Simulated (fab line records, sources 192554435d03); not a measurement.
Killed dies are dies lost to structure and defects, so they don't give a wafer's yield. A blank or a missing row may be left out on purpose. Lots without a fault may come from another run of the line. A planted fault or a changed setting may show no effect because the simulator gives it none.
Chamber matching | flow n5_finfet | N5_BEOL_M11_CURE_71 on uv_cure-01: 3 sister chambers
The step cures SiCOH lowk, time 240 s. 22 wafers are shown with their chamber, then 11 later ones without.

WAFERS WITH THEIR CHAMBER
wafer  | chamber | wafer_temp_C_max | lamp_power_pct (%)
L074.1 | 2       | 386.4            | 52.34
L074.2 | 2       | 386.5            | 52.35
L074.5 | 2       | 386.0            | 52.33
L076.3 | 0       | 387.2            | 52.30
L076.4 | 0       | 386.8            | 52.33
L076.6 | 0       | 386.8            | 52.36
L077.4 | 1       | 386.8            | 52.33
L077.5 | 1       | 386.6            | 52.36
L077.6 | 1       | 386.3            | 52.38
L080.1 | 2       | 386.7            | 52.31
L080.4 | 2       | 387.2            | 52.27
L080.5 | 2       | 386.3            | 52.23
L081.3 | 1       | 386.2            | 52.28
L081.5 | 1       | 386.5            | 52.26
L081.6 | 1       | 387.1            | 52.32
L082.1 | 1       | 386.9            | 52.37
L082.3 | 1       | 387.0            | 52.33
L082.5 | 1       | 387.2            | 52.32
L083.2 | 1       | 386.7            | 52.27
L083.5 | 1       | 386.4            | 52.36
L083.6 | 1       | 387.1            | 52.27
L087.2 | 1       | 387.3            | 52.40

SIGNATURES (means of the wafers above)
reading          | chamber 0 | chamber 1 | chamber 2 | scatter within a chamber
wafer_temp_C_max | 386.933   | 386.777   | 386.517   | 0.361
lamp_power_pct   | 52.3300   | 52.3269   | 52.3050   | 0.0447
Rule: a wafer's distance from a chamber is the root of the sum, over the readings, of the square of ((its reading less the chamber's mean) divided by the reading's scatter). The wafer belongs to the nearest chamber; if the next one is less than 2 further off, it can't be placed. The scatter: the root of (the sum of the squares of (reading less its chamber's mean) over the shown wafers, divided by (wafers less chambers)).

WAFERS WITHOUT THEIR CHAMBER
wafer  | wafer_temp_C_max | lamp_power_pct (%)
L087.3 | 386.8            | 52.31
L087.6 | 386.5            | 52.30
L090.1 | 386.6            | 52.30
L090.2 | 386.1            | 52.42
L090.6 | 386.2            | 52.30
L092.3 | 386.6            | 52.33
L092.4 | 387.0            | 52.22
L092.6 | 387.4            | 52.27
L095.2 | 386.2            | 52.29
L095.5 | 386.4            | 52.29
L095.6 | 387.1            | 52.38

WHICH CHAMBER EACH WENT THROUGH
wafer  | from the rows above          | in truth
L087.3 | can't be placed: 1 or 0 or 2 | 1
L087.6 | can't be placed: 2 or 1 or 0 | 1
L090.1 | can't be placed: 2 or 1 or 0 | 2
L090.2 | can't be placed: 1 or 2 or 0 | 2
L090.6 | can't be placed: 2 or 1 or 0 | 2
L092.3 | can't be placed: 1 or 2 or 0 | 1
L092.4 | can't be placed: 2 or 0 or 1 | 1
L092.6 | can't be placed: 0 or 1 or 2 | 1
L095.2 | can't be placed: 2 or 1 or 0 | 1
L095.5 | can't be placed: 2 or 1 or 0 | 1
L095.6 | can't be placed: 0 or 1 or 2 | 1
Placed correctly: 0 of 11. Can't be placed from these rows: 11 (the true chamber is among the candidates in 11). Placed wrongly: 0.
